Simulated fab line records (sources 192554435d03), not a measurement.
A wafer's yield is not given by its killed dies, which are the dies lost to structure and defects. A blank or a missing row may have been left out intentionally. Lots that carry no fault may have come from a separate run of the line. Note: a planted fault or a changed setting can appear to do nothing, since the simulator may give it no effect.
Matching of chambers || flow n5_finfet || N5_BEOL_M6_ETCH_61 on rie_diel-03: 4 sister chambers
The step etches SiARC in CF4, target depth 45.5 nm, time 75.8 s. 16 wafers are shown with their chamber, then 7 later ones without.

== WAFERS WITH THEIR CHAMBER ==
{"wafer": "L074.1", "chamber": 0, "drypump_motor_current_A (A)": 6.0, "showerhead_plenum_p_Torr (Torr)": 2.09, "etch_rf_on_time_s (s)": 76.2}
{"wafer": "L074.4", "chamber": 2, "drypump_motor_current_A (A)": 6.8, "showerhead_plenum_p_Torr (Torr)": 2.18, "etch_rf_on_time_s (s)": 74.1}
{"wafer": "L074.6", "chamber": 3, "drypump_motor_current_A (A)": 5.6, "showerhead_plenum_p_Torr (Torr)": 2.20, "etch_rf_on_time_s (s)": 76.8}
{"wafer": "L075.1", "chamber": 1, "drypump_motor_current_A (A)": 6.5, "showerhead_plenum_p_Torr (Torr)": 2.17, "etch_rf_on_time_s (s)": 76.4}
{"wafer": "L075.2", "chamber": 0, "drypump_motor_current_A (A)": 6.0, "showerhead_plenum_p_Torr (Torr)": 2.09, "etch_rf_on_time_s (s)": 75.8}
{"wafer": "L075.6", "chamber": 3, "drypump_motor_current_A (A)": 5.6, "showerhead_plenum_p_Torr (Torr)": 2.20, "etch_rf_on_time_s (s)": 76.1}
{"wafer": "L078.2", "chamber": 1, "drypump_motor_current_A (A)": 6.5, "showerhead_plenum_p_Torr (Torr)": 2.17, "etch_rf_on_time_s (s)": 76.6}
{"wafer": "L078.3", "chamber": 0, "drypump_motor_current_A (A)": 6.0, "showerhead_plenum_p_Torr (Torr)": 2.08, "etch_rf_on_time_s (s)": 76.2}
{"wafer": "L078.6", "chamber": 3, "drypump_motor_current_A (A)": 5.6, "showerhead_plenum_p_Torr (Torr)": 2.20, "etch_rf_on_time_s (s)": 76.2}
{"wafer": "L079.1", "chamber": 2, "drypump_motor_current_A (A)": 6.7, "showerhead_plenum_p_Torr (Torr)": 2.17, "etch_rf_on_time_s (s)": 72.5}
{"wafer": "L079.4", "chamber": 2, "drypump_motor_current_A (A)": 6.7, "showerhead_plenum_p_Torr (Torr)": 2.17, "etch_rf_on_time_s (s)": 73.4}
{"wafer": "L079.6", "chamber": 0, "drypump_motor_current_A (A)": 6.0, "showerhead_plenum_p_Torr (Torr)": 2.08, "etch_rf_on_time_s (s)": 76.6}
{"wafer": "L080.2", "chamber": 0, "drypump_motor_current_A (A)": 6.0, "showerhead_plenum_p_Torr (Torr)": 2.08, "etch_rf_on_time_s (s)": 76.4}
{"wafer": "L080.5", "chamber": 2, "drypump_motor_current_A (A)": 6.7, "showerhead_plenum_p_Torr (Torr)": 2.17, "etch_rf_on_time_s (s)": 73.4}
{"wafer": "L087.1", "chamber": 0, "drypump_motor_current_A (A)": 6.0, "showerhead_plenum_p_Torr (Torr)": 2.08, "etch_rf_on_time_s (s)": 76.9}
{"wafer": "L087.2", "chamber": 3, "drypump_motor_current_A (A)": 5.6, "showerhead_plenum_p_Torr (Torr)": 2.19, "etch_rf_on_time_s (s)": 76.3}

SIGNATURES (averages over the wafers above)
{"reading": "drypump_motor_current_A", "chamber 0": 6.000, "chamber 1": 6.500, "chamber 2": 6.725, "chamber 3": 5.600, "scatter within a chamber": 0.025}
{"reading": "showerhead_plenum_p_Torr", "chamber 0": 2.0833, "chamber 1": 2.1700, "chamber 2": 2.1725, "chamber 3": 2.1975, "scatter within a chamber": 0.00486}
{"reading": "etch_rf_on_time_s", "chamber 0": 76.350, "chamber 1": 76.500, "chamber 2": 73.350, "chamber 3": 76.350, "scatter within a chamber": 0.439}
Rule: a wafer's distance from a chamber is the root of the sum, over the readings, of the square of ((its reading less the chamber's mean) divided by the reading's scatter). If the next closest chamber is less than 2 further off than the closest, the wafer can't be placed; otherwise it belongs to the closest. The scatter is the square root of a quotient: the sum, over the shown wafers, of each reading's squared deviation from its chamber's mean, divided by wafers minus chambers.

== WAFERS WITHOUT THEIR CHAMBER ==
{"wafer": "L087.5", "drypump_motor_current_A (A)": 6.7, "showerhead_plenum_p_Torr (Torr)": 2.17, "etch_rf_on_time_s (s)": 73.2}
{"wafer": "L095.2", "drypump_motor_current_A (A)": 6.4, "showerhead_plenum_p_Torr (Torr)": 2.16, "etch_rf_on_time_s (s)": 77.7}
{"wafer": "L095.5", "drypump_motor_current_A (A)": 5.6, "showerhead_plenum_p_Torr (Torr)": 2.19, "etch_rf_on_time_s (s)": 75.8}
{"wafer": "L095.6", "drypump_motor_current_A (A)": 6.7, "showerhead_plenum_p_Torr (Torr)": 2.16, "etch_rf_on_time_s (s)": 73.9}
{"wafer": "L096.2", "drypump_motor_current_A (A)": 6.0, "showerhead_plenum_p_Torr (Torr)": 2.07, "etch_rf_on_time_s (s)": 75.8}
{"wafer": "L096.5", "drypump_motor_current_A (A)": 6.0, "showerhead_plenum_p_Torr (Torr)": 2.07, "etch_rf_on_time_s (s)": 75.6}
{"wafer": "L096.6", "drypump_motor_current_A (A)": 5.6, "showerhead_plenum_p_Torr (Torr)": 2.19, "etch_rf_on_time_s (s)": 74.7}

== EACH ONE'S CHAMBER ==
{"wafer": "L087.5", "from the rows above": 2, "in truth": 2}
{"wafer": "L095.2", "from the rows above": 1, "in truth": 1}
{"wafer": "L095.5", "from the rows above": 3, "in truth": 3}
{"wafer": "L095.6", "from the rows above": 2, "in truth": 2}
{"wafer": "L096.2", "from the rows above": 0, "in truth": 0}
{"wafer": "L096.5", "from the rows above": 0, "in truth": 0}
{"wafer": "L096.6", "from the rows above": 3, "in truth": 3}
Correctly placed: 7 of 7. Can't be placed from these rows: 0. 0 placed wrongly.
